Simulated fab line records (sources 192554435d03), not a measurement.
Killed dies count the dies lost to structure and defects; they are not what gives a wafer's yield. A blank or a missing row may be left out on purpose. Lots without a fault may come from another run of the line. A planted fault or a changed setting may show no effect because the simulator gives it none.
Chamber matching / flow n5-finfet / rie-diel-06 running N5_BEOL_M6_ETCH_72: 4 sister chambers
The step etches underlayer in N2/H2, target depth 6.5 nm, time 5.2 s. 20 wafers are shown with their chamber, then 10 later ones without.

## WAFERS, EACH WITH ITS CHAMBER
wafer=L078.1; chamber=2; drypump-motor-current-A (A)=5.1; showerhead-plenum-p-Torr (Torr)=2.59; throttle-valve-pct (%)=17.57
wafer=L078.2; chamber=1; drypump-motor-current-A (A)=6.1; showerhead-plenum-p-Torr (Torr)=2.43; throttle-valve-pct (%)=17.72
wafer=L078.5; chamber=1; drypump-motor-current-A (A)=6.1; showerhead-plenum-p-Torr (Torr)=2.43; throttle-valve-pct (%)=17.71
wafer=L083.4; chamber=1; drypump-motor-current-A (A)=6.1; showerhead-plenum-p-Torr (Torr)=2.43; throttle-valve-pct (%)=17.72
wafer=L083.5; chamber=3; drypump-motor-current-A (A)=5.8; showerhead-plenum-p-Torr (Torr)=2.67; throttle-valve-pct (%)=17.64
wafer=L083.6; chamber=0; drypump-motor-current-A (A)=6.1; showerhead-plenum-p-Torr (Torr)=2.69; throttle-valve-pct (%)=17.52
wafer=L084.2; chamber=0; drypump-motor-current-A (A)=6.2; showerhead-plenum-p-Torr (Torr)=2.69; throttle-valve-pct (%)=17.54
wafer=L084.4; chamber=1; drypump-motor-current-A (A)=6.1; showerhead-plenum-p-Torr (Torr)=2.43; throttle-valve-pct (%)=17.73
wafer=L084.5; chamber=1; drypump-motor-current-A (A)=6.1; showerhead-plenum-p-Torr (Torr)=2.43; throttle-valve-pct (%)=17.73
wafer=L091.1; chamber=0; drypump-motor-current-A (A)=6.1; showerhead-plenum-p-Torr (Torr)=2.69; throttle-valve-pct (%)=17.56
wafer=L091.2; chamber=1; drypump-motor-current-A (A)=6.1; showerhead-plenum-p-Torr (Torr)=2.42; throttle-valve-pct (%)=17.77
wafer=L091.4; chamber=2; drypump-motor-current-A (A)=5.1; showerhead-plenum-p-Torr (Torr)=2.58; throttle-valve-pct (%)=17.58
wafer=L089.3; chamber=1; drypump-motor-current-A (A)=6.1; showerhead-plenum-p-Torr (Torr)=2.42; throttle-valve-pct (%)=17.75
wafer=L089.4; chamber=3; drypump-motor-current-A (A)=5.8; showerhead-plenum-p-Torr (Torr)=2.66; throttle-valve-pct (%)=17.66
wafer=L089.5; chamber=3; drypump-motor-current-A (A)=5.8; showerhead-plenum-p-Torr (Torr)=2.66; throttle-valve-pct (%)=17.67
wafer=L093.1; chamber=0; drypump-motor-current-A (A)=6.1; showerhead-plenum-p-Torr (Torr)=2.68; throttle-valve-pct (%)=17.56
wafer=L093.2; chamber=1; drypump-motor-current-A (A)=6.1; showerhead-plenum-p-Torr (Torr)=2.42; throttle-valve-pct (%)=17.75
wafer=L093.3; chamber=2; drypump-motor-current-A (A)=5.1; showerhead-plenum-p-Torr (Torr)=2.58; throttle-valve-pct (%)=17.61
wafer=L093.4; chamber=3; drypump-motor-current-A (A)=5.8; showerhead-plenum-p-Torr (Torr)=2.66; throttle-valve-pct (%)=17.68
wafer=L093.5; chamber=2; drypump-motor-current-A (A)=5.1; showerhead-plenum-p-Torr (Torr)=2.58; throttle-valve-pct (%)=17.61

SIGNATURES (averages over the wafers above)
reading=drypump-motor-current-A; chamber 0=6.125; chamber 1=6.100; chamber 2=5.100; chamber 3=5.800; scatter within a chamber=0.0217
reading=showerhead-plenum-p-Torr; chamber 0=2.6875; chamber 1=2.4263; chamber 2=2.5825; chamber 3=2.6625; scatter within a chamber=0.00508
reading=throttle-valve-pct; chamber 0=17.5450; chamber 1=17.7350; chamber 2=17.5925; chamber 3=17.6625; scatter within a chamber=0.0194
Rule: distance of a wafer from a chamber = root of the sum over the readings of ((wafer's reading minus chamber's mean) / reading's scatter) squared. If the next closest chamber is less than 2 further off than the closest, the wafer can't be placed; otherwise it belongs to the closest. How the scatter is found: for the shown wafers, subtract from each reading the mean of its chamber, square and add these, divide the total by (wafers less chambers), then take the root.

## WAFERS MISSING THEIR CHAMBER
wafer=L093.6; drypump-motor-current-A (A)=5.8; showerhead-plenum-p-Torr (Torr)=2.66; throttle-valve-pct (%)=17.67
wafer=L092.2; drypump-motor-current-A (A)=6.2; showerhead-plenum-p-Torr (Torr)=2.68; throttle-valve-pct (%)=17.57
wafer=L092.3; drypump-motor-current-A (A)=5.8; showerhead-plenum-p-Torr (Torr)=2.66; throttle-valve-pct (%)=17.66
wafer=L092.4; drypump-motor-current-A (A)=5.1; showerhead-plenum-p-Torr (Torr)=2.58; throttle-valve-pct (%)=17.60
wafer=L096.2; drypump-motor-current-A (A)=6.1; showerhead-plenum-p-Torr (Torr)=2.42; throttle-valve-pct (%)=17.77
wafer=L096.3; drypump-motor-current-A (A)=5.8; showerhead-plenum-p-Torr (Torr)=2.66; throttle-valve-pct (%)=17.68
wafer=L096.6; drypump-motor-current-A (A)=6.1; showerhead-plenum-p-Torr (Torr)=2.68; throttle-valve-pct (%)=17.58
wafer=L097.1; drypump-motor-current-A (A)=6.2; showerhead-plenum-p-Torr (Torr)=2.68; throttle-valve-pct (%)=17.58
wafer=L097.3; drypump-motor-current-A (A)=6.1; showerhead-plenum-p-Torr (Torr)=2.42; throttle-valve-pct (%)=17.76
wafer=L097.4; drypump-motor-current-A (A)=5.1; showerhead-plenum-p-Torr (Torr)=2.58; throttle-valve-pct (%)=17.58

## THE CHAMBER EACH PASSED THROUGH
wafer=L093.6; from the rows above=3; in truth=3
wafer=L092.2; from the rows above=0; in truth=0
wafer=L092.3; from the rows above=3; in truth=3
wafer=L092.4; from the rows above=2; in truth=2
wafer=L096.2; from the rows above=1; in truth=1
wafer=L096.3; from the rows above=3; in truth=3
wafer=L096.6; from the rows above=0; in truth=0
wafer=L097.1; from the rows above=0; in truth=0
wafer=L097.3; from the rows above=1; in truth=1
wafer=L097.4; from the rows above=2; in truth=2
Correct placement for 10 of the 10. Number that these rows cannot place: 0. Placed wrongly: 0.
